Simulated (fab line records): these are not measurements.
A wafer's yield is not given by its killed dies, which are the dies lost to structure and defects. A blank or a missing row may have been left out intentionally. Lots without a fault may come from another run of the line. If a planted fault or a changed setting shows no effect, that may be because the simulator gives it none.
Lot-split experiment ; flow n5 finfet ; 39 wafers read from 7 lots, route of 1938 steps

## SPLIT DETAILS
At N5_BEOL_M3_TRENCH_ETCH_37 (etches SiOC in C4F6/O2, target depth 55.555 nm, time 29.2 s), the setting target depth a was moved away from the recipe's 555.55 angstrom on 18 of the 39 wafers read, by -51.5% to +31.0%. The other wafers ran this setting at the recipe's value.

## FROM THE SPLIT TO THE READING: what the file shows between them, 2 steps
- N5_BEOL_M3_ETCH_41: etches SiCN in CH3F/O2, target depth 29.9 nm, time 52.5 s
- N5_BEOL_M3_STRIP_97: strips in N2/H2, time 10 s

## THE READING
trench depth nm, in nm, at N5_BEOL_M3_OCD_MEAS_38. Typical for fault-free wafers on this fab line: 55.2 nm, with standard deviation 1.1 nm.

wafer;tool, chamber at the split;target depth a as run, angstrom;against the recipe;trench depth nm, nm;against lot-mates on the recipe
L078.1;rie diel-06, 2;555.55;recipe;56.4;-
L078.2;rie diel-06, 1;555.55;recipe;54.6;-
L078.3;rie diel-06, 3;555.55;recipe;55.9;-
L078.4;rie diel-06, 0;364;-34.5%;36.8;-18.8
L078.5;rie diel-06, 3;364;-34.5%;35.8;-19.8
L078.6;rie diel-06, 0;364;-34.5%;36.3;-19.3
L080.1;rie diel-02, 2;555.55;recipe;54.1;-
L080.2;rie diel-02, 0;269.3;-51.5%;26.2;-28.6
L080.3;rie diel-02, 3;555.55;recipe;56.4;-
L080.4;rie diel-02, 1;269.3;-51.5%;27.8;-27.0
L080.5;rie diel-02, 2;555.55;recipe;53.9;-
L080.6;rie diel-02, 1;269.3;-51.5%;27.1;-27.7
L083.2;rie diel-02, 1;555.55;recipe;56.7;-
L083.3;rie diel-02, 2;555.55;recipe;54.0;-
L083.5;rie diel-02, 0;555.55;recipe;54.3;-
L087.1;rie diel-02, 2;555.55;recipe;53.6;-
L087.2;rie diel-02, 0;654.8;+17.9%;63.6;+9.3
L087.3;rie diel-02, 3;654.8;+17.9%;65.1;+10.8
L087.4;rie diel-02, 1;654.8;+17.9%;66.5;+12.2
L087.5;rie diel-02, 3;555.55;recipe;55.7;-
L087.6;rie diel-02, 0;555.55;recipe;53.7;-
L090.1;rie diel-03, 2;555.55;recipe;55.9;-
L090.2;rie diel-03, 0;555.55;recipe;54.8;-
L090.3;rie diel-03, 1;419.8;-24.4%;42.1;-13.5
L090.4;rie diel-03, 3;419.8;-24.4%;41.1;-14.5
L090.5;rie diel-03, 2;419.8;-24.4%;42.1;-13.5
L090.6;rie diel-03, 1;555.55;recipe;56.2;-
L096.1;rie diel-06, 2;727.6;+31.0%;74.0;+18.0
L096.2;rie diel-06, 3;555.55;recipe;56.0;-
L096.3;rie diel-06, 1;727.6;+31.0%;71.1;+15.1
L096.4;rie diel-06, 0;727.6;+31.0%;71.4;+15.4
L096.5;rie diel-06, 2;555.55;recipe;56.0;-
L096.6;rie diel-06, 3;555.55;recipe;55.9;-
L097.1;rie diel-06, 2;676.1;+21.7%;68.2;+13.9
L097.2;rie diel-06, 0;555.55;recipe;54.6;-
L097.3;rie diel-06, 3;676.1;+21.7%;68.5;+14.2
L097.4;rie diel-06, 1;555.55;recipe;53.9;-
L097.5;rie diel-06, 0;555.55;recipe;54.5;-
L097.6;rie diel-06, 3;676.1;+21.7%;68.0;+13.7

THE FIT
A straight line over all 39 wafers: trench depth nm changes by +0.552 nm for each +1% of target depth a; r = +1.00; the points scatter about the line by 1 nm.
The same after taking each lot's own level away (the mean of its wafers on the recipe; 39 wafers): +0.555 nm for each +1%; r = +1.00; scatter 1.1 nm.
The reading moves by 29 nm for the largest change in target depth a, on that fit.
Across the lots, their own levels run from 54.33 to 55.97 nm, a range of 1.5 times the standard deviation given above.
Hence the lot-to-lot level has little effect on the slope; both slopes agree.
Check: for one of the wafers moved furthest among these (-51.5%), held out of the fit, the line's prediction against its lot-mates is -28.4 nm. It came out at -28.6 nm against them.

## THE OTHER SPLITS THESE WAFERS WENT THROUGH
Other splits were also applied to these wafers ahead of the reading. Each is held against what the fit with the lots' levels taken away leaves over:
other split on the same wafers;wafers away from the commonest value;r with trench depth nm (lot level and that fit taken away)
N5_FIN_SAQP_PECVD_48 time s;15;-0.48
N5_BEOL_M0_SAQP_SPACER1_ALD_98 ald cycles;6;-0.01
N5_BEOL_M1_ILD_DEP_00 target thk a;15;+0.13

## THE WHOLE CHAIN: every reading that the file lists as answering this split, in the file's order
step;what it does;reading;change (the file's fit);r (the file's)
N5_BEOL_M3_TRENCH_ETCH_37;etches SiOC in C4F6/O2, target depth 55.555 nm, time 29.2 s;BEOL_M3.feature depth nm (the simulator's own value, which no gauge read);+0.553 nm for each +1% of the setting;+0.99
N5_BEOL_M3_TRENCH_ETCH_37;etches SiOC in C4F6/O2, target depth 55.555 nm, time 29.2 s;etch.depth nm (the simulator's own value, which no gauge read);+0.553 nm for each +1% of the setting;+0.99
N5_BEOL_M3_TRENCH_ETCH_37;etches SiOC in C4F6/O2, target depth 55.555 nm, time 29.2 s;TiN_of_BEOL_M3_HM_DEP_02.thk nm (the simulator's own value, which no gauge read);-0.0244 nm for each +1% of the setting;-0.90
N5_BEOL_M3_OCD_MEAS_38;;trench depth nm;+0.554 nm for each +1% of the setting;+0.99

## FILE'S OWN FIT
trench depth nm changes by +0.554 nm for each +1% of target depth a, r = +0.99.
